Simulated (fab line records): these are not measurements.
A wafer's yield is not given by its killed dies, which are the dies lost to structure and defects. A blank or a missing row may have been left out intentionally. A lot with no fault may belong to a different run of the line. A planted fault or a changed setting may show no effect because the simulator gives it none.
Struck lot and sound lot, side by side	flow n5Finfet	13 out of 1938 route steps
Sound: wafers L534.2, L534.3, L534.4. Struck: wafers L548.1, L548.2, L548.3. The cause comes at the end.
Order at every step that has rows: each side's tool, ch and its chambers, its first start. Under that, the readings that differ: sound wafers	struck wafers	difference of the means	sigmas: that difference in standard deviations of wafers without a fault.
alike: words and numbers the same on both sides, and readings whose means are apart by under 2 such deviations; not compared: readings that were withheld, readings missing a value for some wafer, numbers with overlapping values and no deviation given by the record, and bounds like >300 which may hide the same value.
Wherever a step has rows on one side only, a row that says differs or no value, or a row with sigmas, the two part there. When numbers do not overlap yet have no deviation, they are printed without sigmas and do not part them. A reading that every wafer of one side lacks parts them only if that side has two wafers or more.

first, 9 steps without rows for these wafers: N5_BEOL_M1_DEVELOP_27 (develop time 30 s); N5_BEOL_M1_DESCUM_33 (chemistry O2, time 7 s); N5_BEOL_M1_ETCH_77 (etches underlayer in N2/H2, target depth 6.5 nm, time 5.2 s); N5_BEOL_M1_ETCH_69 (etches SiARC in CF4, target depth 15.6 nm, time 26 s); N5_BEOL_M1_ALD_98 (deposits SiO2, target thk 2.5 nm, pulse time 1 s, co reactant pulse time 1 s); N5_BEOL_M1_ETCHBACK_99 (etches SiO2 in CHF3, target depth 5 nm, time 10.4 s); N5_BEOL_M1_ETCH_70 (etches SOC in N2/H2, target depth 80 nm, overetch 16 nm, time 120 s); N5_BEOL_M1_STRIP_71 (strips in N2/H2); N5_BEOL_M1_STRIP_78 (strips in N2/H2).
N5_BEOL_M1_VIA_ETCH_34: etches the open film in C4F6/O2, target depth 67.8 nm, time 64.4 s.
  sound on rieDiel-03 ch 0,1,3, day 7 05:22; struck on rieDiel-03 ch 1,2,3, day 10 21:01
  no value came back on the struck wafers for any of 8 readings (C4F6_flow_sccm (sccm), O2_flow_sccm (sccm) and others); on the sound wafers C4F6_flow_sccm (sccm) reads 10.05 9.99 9.97
reading	sound	struck	difference	sigmas
model.SOC_of_BEOL_M1_COAT_67.thkNm (nm)	52.4 52.2 52.4	60.2 60 60.2	+7.8	
model.SiARC_of_BEOL_M1_COAT_68.thkNm (nm)	0 0 0	6.6 6 6	+6.2	
  not compared: rfHoursCounterH
then, 1 step without rows for these wafers: N5_BEOL_M1_STRIP_83 (strips in C4F6/O2).
N5_BEOL_M4_RC_MEAS_101:
  the record has rows for the sound wafers here (prober-02 ch 0, day 9 03:25) and none for the struck ones
-- the record jumps here: 7 days lie between the struck wafers' starts before and after (it left off in module BEOL_M4 and takes up again in module PASSIVATION, whose first step shown is number 1936 of the route) --
N5_PASSIVATION_PROBE_49:
  rows exist in the record for the struck wafers here (prober-01, day 17 11:44), but not for the sound ones

WHERE THEY PART
Last at N5_PASSIVATION_PROBE_49 as far as this record goes, first at N5_BEOL_M1_VIA_ETCH_34.

WHY: what had been put in by the simulator
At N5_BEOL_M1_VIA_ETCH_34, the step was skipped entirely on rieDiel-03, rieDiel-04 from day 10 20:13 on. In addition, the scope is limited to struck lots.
